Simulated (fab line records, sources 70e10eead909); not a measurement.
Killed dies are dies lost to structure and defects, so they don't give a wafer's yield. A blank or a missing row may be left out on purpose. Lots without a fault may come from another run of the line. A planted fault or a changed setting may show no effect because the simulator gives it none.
Which tool did it? | flow nand_harc | 11 lots, 33 wafers sampled, at 5 steps of a route of 1302

WHAT THE GAUGES READ, wafer by wafer
NHARC_A_CHANNEL_HOLE_D1_OVL_MEAS_11.
lot  | measured     | on         | overlay_x_nm (nm) | overlay_y_nm (nm)
L333 | day 8 19:29  | overlay-01 | 1.3 0.9 1.2       | 1.6 1.1 0.9
L339 | day 10 17:49 | overlay-02 | -0.1 -0.8 -0.3    | 0.5 1.2 0.9
L338 | day 10 18:15 | overlay-01 | 1.7 1.4 0.7       | -0.2 0.1 -0.1
L340 | day 11 17:04 | overlay-01 | 1.2 1.4 1.2       | 0.4 0.7 0.5
L348 | day 14 23:13 | overlay-01 | 0.4 0.5 0.1       | -0.2 0.1 0.4
L349 | day 14 23:48 | overlay-02 | -0.4 -1.1 -0.4    | 0.0 0.1 0.0
L350 | day 15 20:33 | overlay-02 | -0.5 -0.5 -0.7    | 0.2 0.1 0.5
L351 | day 15 20:48 | overlay-01 | 0.8 0.7 0.6       | -0.4 -0.1 0.0
L352 | day 16 03:24 | overlay-01 | -1.1 -1.2 -1.4    | -0.1 -0.6 0.2
L354 | day 17 08:30 | overlay-01 | 2.3 2.4 1.6       | 1.0 1.1 1.4
L356 | day 17 21:07 | overlay-02 | 0.4 0.6 0.3       | 1.9 1.5 1.5

NHARC_END_SORT_01.
lot  | measured     | on        | killed_at_array | killed_at_other | killed_at_periphery | killed_dies | killed_open | killed_short
L333 | day 25 18:26 | prober-02 | 19 29 28        | 0 0 2           | 2 6 3               | 21 35 33    | 3 3 4       | 0 4 2
L339 | day 27 14:42 | prober-01 | 674 675 671     | 0 0 0           | 3 2 6               | 677 677 677 | 5 2 3       | 1 2 3
L338 | day 27 06:09 | prober-01 | 676 674 673     | 0 1 0           | 1 2 4               | 677 677 677 | 5 4 1       | 2 0 3
L340 | day 27 18:27 | prober-02 | 674 675 676     | 0 1 0           | 3 1 1               | 677 677 677 | 3 3 1       | 2 2 0
L348 | day 30 17:33 | prober-02 | 68 71 66        | 0 3 5           | 2 3 6               | 70 77 77    | 2 4 4       | 3 4 3
L349 | day 30 09:40 | prober-02 | 45 53 60        | 0 1 1           | 3 6 5               | 48 60 66    | 3 3 2       | 0 1 2
L350 | day 32 20:26 | prober-01 | 110 97 88       | 3 1 0           | 5 0 8               | 118 98 96   | 4 4 0       | 4 1 1
L351 | day 32 08:13 | prober-01 | 59 59 57        | 1 1 0           | 5 6 3               | 65 66 60    | 6 4 5       | 2 1 6
L352 | day 32 20:58 | prober-02 | 63 62 56        | 0 0 2           | 4 0 4               | 67 62 62    | 4 1 5       | 5 1 5
L354 | day 33 06:11 | prober-01 | 61 59 62        | 1 0 1           | 8 4 5               | 70 63 68    | 3 3 6       | 5 2 1
L356 | day 33 14:02 | prober-01 | 47 56 50        | 1 1 0           | 4 3 1               | 52 60 51    | 3 1 3       | 3 3 1

WHICH TOOL RAN EACH LOT (tool, then ch and the chambers of the sampled wafers, then the start)
lot  | NHARC_A_CHANNEL_HOLE_D1_ETCH_16    | NHARC_A_CHANNEL_HOLE_D1_ETCH_21  | NHARC_A_CHANNEL_HOLE_D1_STRIP_27
L333 | rie_diel-09 ch 0,1,3, day 8 20:17  | har_etch-01 ch 0,1, day 8 23:26  | rie_diel-07 ch 0,1,3, day 25 18:26 or earlier
L339 | rie_diel-07 ch 0,2,3, day 10 18:33 | har_etch-02 ch 0,1, day 10 19:40 | rie_diel-09 ch 0,3, day 27 14:42 or earlier
L338 | rie_diel-12 ch 0,2,3, day 10 18:56 | har_etch-01 ch 0,1, day 10 19:57 | rie_diel-12 ch 1,2,3, day 27 06:09 or earlier
L340 | rie_diel-09 ch 1,2, day 11 17:41   | har_etch-01 ch 0,1, day 11 18:59 | rie_diel-07 ch 0,1,3, day 27 18:27 or earlier
L348 | rie_diel-07 ch 0,1,3, day 14 23:57 | har_etch-01 ch 0,1, day 15 05:46 | rie_diel-07 ch 0,2,3, day 30 17:33 or earlier
L349 | rie_diel-12 ch 0,1,3, day 15 00:29 | har_etch-02 ch 0,1, day 15 08:02 | rie_diel-12 ch 1,2,3, day 30 09:40 or earlier
L350 | rie_diel-09 ch 0,1, day 15 21:11   | har_etch-02 ch 0,1, day 15 22:19 | rie_diel-09 ch 0,2, day 32 20:26 or earlier
L351 | rie_diel-07 ch 0,1,2, day 15 21:26 | har_etch-01 ch 0,1, day 15 22:46 | rie_diel-07 ch 0,1,3, day 32 08:13 or earlier
L352 | rie_diel-09 ch 0,1, day 16 04:05   | har_etch-01 ch 0,1, day 16 05:10 | rie_diel-07 ch 1,2,3, day 32 20:58 or earlier
L354 | rie_diel-07 ch 1,2,3, day 17 09:11 | har_etch-01 ch 0,1, day 17 15:59 | rie_diel-07 ch 0,1,2, day 33 06:11 or earlier
L356 | rie_diel-07 ch 0,2,3, day 17 21:55 | har_etch-02 ch 0,1, day 18 02:41 | rie_diel-07 ch 0,3, day 33 14:02 or earlier
- NHARC_A_CHANNEL_HOLE_D1_ETCH_16: etches the open film in O2/COS, target depth 3100 nm, time 806 s.
- NHARC_A_CHANNEL_HOLE_D1_ETCH_21: etches the open film in C4F8/O2/Ar, time 514.3 s, target depth 1600 nm.
- NHARC_A_CHANNEL_HOLE_D1_STRIP_27: strips in O2.

WHAT THE TOOLS THEMSELVES READ (means of the sampled wafers that have a number; where no wafer has one, the mark that the record gives instead)
NHARC_A_CHANNEL_HOLE_D1_ETCH_16.
lot  | tool        | bias_w (W) | chamber_pressure_mTorr (mTorr) | drypump_motor_current_A (A) | oes_product_au (a.u.) | rf_fwd_power_W (W) | rf_vpp_V (V) | showerhead_plenum_p_Torr (Torr) | throttle_valve_pct (%)
L333 | rie_diel-09 | 299.6      | 19.998                         | 5.8                         | 1.005                 | 499.3              | 314.8        | 3.24                            | 28.331
L339 | rie_diel-07 | -          | -                              | -                           | -                     | -                  | -            | -                               | -
L338 | rie_diel-12 | -          | -                              | -                           | -                     | -                  | -            | -                               | -
L340 | rie_diel-09 | -          | -                              | -                           | -                     | -                  | -            | -                               | -
L348 | rie_diel-07 | 300.7      | 20.007                         | 5.6                         | 1.014                 | 498.4              | 315.6        | 3.18                            | 28.329
L349 | rie_diel-12 | 300.0      | 20.021                         | 6.1                         | 1.013                 | 499.2              | 313.1        | 3.03                            | 28.334
L350 | rie_diel-09 | 300.8      | 20.023                         | 5.4                         | 0.985                 | 500.2              | 315.4        | 3.17                            | 28.329
L351 | rie_diel-07 | 300.4      | 19.999                         | 5.8                         | 1.014                 | 500.8              | 314.9        | 3.17                            | 28.331
L352 | rie_diel-09 | 300.3      | 20.001                         | 5.4                         | 0.995                 | 501.1              | 315.5        | 3.17                            | 28.331
L354 | rie_diel-07 | 300.3      | 19.982                         | 6.0                         | 1.006                 | 497.7              | 314.8        | 3.16                            | 28.328
L356 | rie_diel-07 | 299.5      | 19.993                         | 6.0                         | 1.007                 | 499.3              | 314.5        | 3.17                            | 28.328

NHARC_A_CHANNEL_HOLE_D1_ETCH_21.
lot  | tool        | c4f8_flow_sccm (sccm) | chamber_pressure_mTorr (mTorr) | drypump_motor_current_A (A) | showerhead_plenum_p_Torr (Torr) | throttle_valve_pct (%)
L333 | har_etch-01 | 89.16                 | 19.986                         | 5.6                         | 3.734                           | 32.166
L339 | har_etch-02 | 88.92                 | 19.983                         | 5.9                         | 3.739                           | 32.162
L338 | har_etch-01 | 89.63                 | 19.994                         | 5.7                         | 3.721                           | 32.156
L340 | har_etch-01 | 89.31                 | 19.984                         | 5.6                         | 3.717                           | 32.158
L348 | har_etch-01 | 89.08                 | 20.005                         | 5.7                         | 3.688                           | 32.159
L349 | har_etch-02 | 89.24                 | 19.997                         | 5.3                         | 3.694                           | 32.161
L350 | har_etch-02 | 89.47                 | 19.994                         | 5.9                         | 3.703                           | 32.145
L351 | har_etch-01 | 89.23                 | 19.997                         | 5.7                         | 3.680                           | 32.149
L352 | har_etch-01 | 89.35                 | 19.997                         | 5.7                         | 3.678                           | 32.152
L354 | har_etch-01 | 89.12                 | 19.992                         | 5.7                         | 3.669                           | 32.160
L356 | har_etch-02 | 89.42                 | 20.011                         | 5.9                         | 3.688                           | 32.165

NHARC_A_CHANNEL_HOLE_D1_STRIP_27.
lot  | tool        | drypump_motor_current_A (A) | oes_product_au (a.u.) | rf_vpp_V (V) | showerhead_plenum_p_Torr (Torr) | throttle_valve_pct (%)
L333 | rie_diel-07 | 5.6                         | 1.000                 | 57.9         | 3.60                            | 17.038
L339 | rie_diel-09 | 5.8                         | 1.012                 | 57.7         | 3.60                            | 17.040
L338 | rie_diel-12 | 5.8                         | 0.999                 | 57.8         | 3.49                            | 17.035
L340 | rie_diel-07 | 5.6                         | 1.001                 | 58.4         | 3.59                            | 17.030
L348 | rie_diel-07 | 6.0                         | 1.001                 | 57.7         | 3.59                            | 17.037
L349 | rie_diel-12 | 5.8                         | 1.018                 | 57.4         | 3.48                            | 17.036
L350 | rie_diel-09 | 5.4                         | 1.000                 | 57.5         | 3.57                            | 17.034
L351 | rie_diel-07 | 5.6                         | 1.008                 | 57.6         | 3.59                            | 17.032
L352 | rie_diel-07 | 6.0                         | 1.008                 | 58.3         | 3.57                            | 17.028
L354 | rie_diel-07 | 5.9                         | 1.003                 | 58.4         | 3.58                            | 17.036
L356 | rie_diel-07 | 5.8                         | 1.000                 | 57.1         | 3.59                            | 17.034

THE ANSWER, worked out from the rows above alone
Rule: what is usual is taken from the lots themselves. Put in order of their means at a reading, lots are off if they are a third of the lots or fewer, leave a main group of 4 or more, and stand apart from it by a gap of 3 or more times the standard deviation of the main group's means; of several such gaps the widest counts. A main group whose means are all the same, to the digits that the tables above print for the reading, isn't used. A lot without any number at a reading at which 4 lots or more have one is off too. The other lots that the step has rows for count as sound. The gauges are gone through in route order, then the tools' own readings, and for those a lot's mean is taken as printed above. The first step at which some lot is off is used, and at that step the reading that is off furthest; a lot without a number counts as furthest.
Off: L339, L338, L340, at NHARC_END_SORT_01 (killed_at_array). The main group: mean 59, standard deviation 19.
A tool fits if, at a process step before that reading, it ran every lot that is off, and no sound lot after the first of them. The gauges at NHARC_END_SORT_01 aren't tried: what is off there is off at NHARC_A_CHANNEL_HOLE_D1_ETCH_16 too, on other tools, and a gauge's error can't cause that. NHARC_A_CHANNEL_HOLE_D1_STRIP_27 gives no start for some lots, so the hours and the order of its lots are those of NHARC_END_SORT_01. None of those tried fits.

WHAT THE SIMULATOR HAD PUT IN
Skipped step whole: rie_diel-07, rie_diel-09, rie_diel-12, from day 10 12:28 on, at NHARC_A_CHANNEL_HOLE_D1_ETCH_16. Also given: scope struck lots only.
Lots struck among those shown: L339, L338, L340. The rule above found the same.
